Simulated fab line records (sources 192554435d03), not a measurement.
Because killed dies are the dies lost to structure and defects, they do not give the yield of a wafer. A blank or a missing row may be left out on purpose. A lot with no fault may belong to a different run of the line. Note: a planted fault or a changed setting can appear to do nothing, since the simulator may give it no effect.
Matching of chambers	flow n5-finfet	cvd-co-01 running N5_BEOL_M3_PRE_CLEAN_60: 3 sister chambers
The step time 15 s. 6 wafers are shown with their chamber, then 7 later ones without.

EACH WAFER AND ITS CHAMBER
wafer	chamber	heater-power-w (W)
L152.3	0	110
L152.4	2	77
L151.2	2	76
L151.3	1	122
L151.5	1	124
L158.4	0	115

WAFERS WITH NO CHAMBER GIVEN
wafer	heater-power-w (W)
L158.5	121
L165.1	112
L165.3	124
L165.5	125
L167.2	78
L167.4	78
L167.5	112

CHAMBER TAKEN BY EACH
wafer	from the rows above	in truth
L158.5	1	1
L165.1	0	0
L165.3	1	1
L165.5	1	1
L167.2	2	2
L167.4	2	2
L167.5	0	0
Placed correctly: 7 of 7. Left unplaced by these rows: 0. Wrongly placed: 0.
How it was worked out, from the rows above alone: a wafer's distance from a chamber is the root of the sum, over the readings, of the square of ((its reading less the chamber's mean) divided by the reading's scatter). The wafer belongs to the nearest chamber; if the next one is less than 2 further off, it can't be placed. A chamber's mean is the mean of its shown wafers. The scatter: the root of (the sum of the squares of (reading less its chamber's mean) over the shown wafers, divided by (wafers less chambers)).
